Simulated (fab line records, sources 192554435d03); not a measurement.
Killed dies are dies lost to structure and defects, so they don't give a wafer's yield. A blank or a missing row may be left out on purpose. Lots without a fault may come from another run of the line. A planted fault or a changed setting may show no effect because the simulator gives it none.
A struck lot beside a sound one | flow n5_finfet | 13 steps out of a route of 1938
Sound: wafers L158.2, L158.4, L158.6. Struck: wafer L150.3. (L150.1, L150.2 of the same lot were not struck and are left out.) The cause comes at the end.
At each step with rows: each side's tool, then ch and its chambers, then its first start. Under that, the readings that differ: sound wafers | struck wafers | difference of the means | sigmas: that difference in standard deviations of wafers without a fault.
alike: readings whose means differ by less than 2 such deviations, and words and numbers that are the same on both sides. not compared: withheld readings, readings that some wafer has no value for, bounds like >300 that may hide the same value, and numbers for which the record gives no deviation and whose values overlap.
The two part at a step that has a row with sigmas, a row that says differs or no value, or rows on one side only. Numbers that don't overlap but have no deviation are shown without sigmas and don't part them. A reading that every wafer of one side lacks parts them only if that side has two wafers or more.

first, 2 steps without rows for these wafers: N5_BEOL_M15_DEVELOP_27 (develop time 45 s); N5_BEOL_M15_HARDBAKE_32 (time 120 s).
N5_BEOL_M15_CD_MEAS_28: target cd 407.6 nm.
  sound on cd_sem-02 ch 0, day 16 07:48; struck on cd_sem-03 ch 0, day 14 01:30
  alike: cd_nm
N5_BEOL_M15_OVL_MEAS_29:
  sound on overlay-02 ch 0, day 16 07:50; struck on overlay-02 ch 0, day 14 01:32
  alike: M15_OVL
N5_BEOL_M15_INSPECT_30: inspects for defects (macro).
  sound on defect_inspect-02, day 16 07:52; struck on defect_inspect-01, day 14 01:33
  alike: raw_defect_count
N5_BEOL_M15_DESCUM_33: chemistry O2, time 7.9 s.
  sound on rie_diel-04 ch 0,1,3, day 16 07:59; struck on rie_diel-03 ch 2, day 14 01:44
  reading                         | sound             | struck | difference | sigmas
  rf_vpp_V (V)                    | 245.4 244.4 244.6 | 241.5  | -3.3       | -2
  showerhead_plenum_p_Torr (Torr) | 2.22 2.21 2.14    | 1.98   | -0.21      | -3
  alike: drypump_motor_current_A, oes_product_au, throttle_valve_pct
  not compared: rf_hours_counter_h
N5_BEOL_M15_ETCH_61: etches BARC in N2/H2, target depth 89 nm, overetch 26.7 nm, time 67.9 s.
  sound on rie_diel-04 ch 0,1,3, day 16 08:02; struck on rie_diel-03 ch 2, day 14 01:46
  reading                         | sound             | struck | difference | sigmas
  rf_vpp_V (V)                    | 530.6 527.6 524.5 | 519.0  | -8.6       | -3
  showerhead_plenum_p_Torr (Torr) | 2.71 2.67 2.60    | 2.43   | -0.23      | -3
  alike: bias_w, drypump_motor_current_A, oes_product_au, throttle_valve_pct
  not compared: rf_hours_counter_h
N5_BEOL_M15_TRENCH_ETCH_34: etches SiO2 in C4F8/O2/Ar, target depth 872.93 nm, time 199 s.
  sound on rie_diel-04 ch 0,1,3, day 16 08:05; struck on rie_diel-03 ch 2, day 14 01:49
  reading                         | sound          | struck | difference | sigmas
  showerhead_plenum_p_Torr (Torr) | 3.67 3.61 3.53 | 3.27   | -0.33      | -3
  alike: bias_w, drypump_motor_current_A, oes_product_au, rf_vpp_V, throttle_valve_pct
  not compared: rf_hours_counter_h
N5_BEOL_M15_STRIP_36: strips in O2.
  sound on rie_diel-02 ch 2,3, day 16 13:22; struck on rie_diel-03 ch 2, day 14 03:41
  reading                         | sound          | struck | difference | sigmas
  showerhead_plenum_p_Torr (Torr) | 2.25 2.08 2.25 | 1.99   | -0.20      | -3
  alike: drypump_motor_current_A, oes_product_au, rf_vpp_V, throttle_valve_pct
  not compared: rf_hours_counter_h
N5_BEOL_M15_STRIP_62: strips in O2.
  sound on rie_diel-02 ch 2,3; struck on rie_diel-03 ch 2
  reading                         | sound          | struck | difference | sigmas
  showerhead_plenum_p_Torr (Torr) | 2.25 2.08 2.25 | 1.99   | -0.20      | -3
  alike: drypump_motor_current_A, oes_product_au, rf_vpp_V, throttle_valve_pct
  not compared: rf_hours_counter_h
then, 1 step without rows for these wafers: N5_BEOL_M15_STRIP_37 (strips in O2).
N5_BEOL_M15_ETCH_38: etches SiCN in CF4/N2, target depth 106.4 nm, time 120.5 s.
  sound on rie_diel-02 ch 2,3, day 16 13:29; struck on rie_diel-03 ch 2, day 14 03:48
  reading                         | sound             | struck | difference | sigmas
  oes_product_au (a.u.)           | 0.98 0.71 0.97    | 0.65   | -0.24      | -2
  rf_vpp_V (V)                    | 384.2 382.7 385.1 | 378.8  | -5.2       | -3
  showerhead_plenum_p_Torr (Torr) | 2.34 2.20 2.34    | 2.11   | -0.18      | -2
  model.etch.depth_nm (nm)        | 100.9 94.34 101   | 80.28  | -18.47     |
  alike: bias_w, drypump_motor_current_A, throttle_valve_pct
  not compared: rf_hours_counter_h
then, 1 step without rows for these wafers: N5_BEOL_M15_PRECLEAN_39 (cleans in residue remover, time 60 s).

WHERE THEY PART
First at N5_BEOL_M15_DESCUM_33; last, within this record, at N5_BEOL_M15_ETCH_38.

WHY: what the simulator had put in
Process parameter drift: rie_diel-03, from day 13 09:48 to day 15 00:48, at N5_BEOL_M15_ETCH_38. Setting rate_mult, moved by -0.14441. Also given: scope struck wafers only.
